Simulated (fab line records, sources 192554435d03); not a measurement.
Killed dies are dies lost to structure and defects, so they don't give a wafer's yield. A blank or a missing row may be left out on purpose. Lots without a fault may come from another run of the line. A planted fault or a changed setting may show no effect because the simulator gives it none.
Chamber matching | flow n5_finfet | N5_BEOL_M1_ETCH_69 on rie_diel-04: 3 sister chambers
The step etches SiARC in CF4, target depth 15.6 nm, time 26 s. 3 wafers are shown with their chamber, then 7 later ones without.

WAFERS WITH THEIR CHAMBER
wafer  | chamber | drypump_motor_current_A (A)
L078.2 | 2       | 6.5
L078.5 | 0       | 5.6
L079.4 | 1       | 5.9

WAFERS WITHOUT THEIR CHAMBER
wafer  | drypump_motor_current_A (A)
L079.5 | 6.6
L080.1 | 6.5
L080.3 | 5.9
L080.5 | 6.5
L087.2 | 5.6
L087.4 | 6.5
L087.5 | 6.6

WHICH CHAMBER EACH WENT THROUGH
wafer  | from the rows above | in truth
L079.5 | 2                   | 2
L080.1 | 2                   | 2
L080.3 | 1                   | 1
L080.5 | 2                   | 2
L087.2 | 0                   | 0
L087.4 | 2                   | 2
L087.5 | 2                   | 2
Placed correctly: 7 of 7. Can't be placed from these rows: 0. Placed wrongly: 0.
How it was worked out, from the rows above alone: a wafer's distance from a chamber is the root of the sum, over the readings, of the square of ((its reading less the chamber's mean) divided by the reading's scatter). The wafer belongs to the nearest chamber; if the next one is less than 2 further off, it can't be placed. A chamber's mean is the mean of its shown wafers. The scatter: with one shown wafer a chamber, the root of the mean of the squares of how far each hidden wafer lies from its nearest shown one.
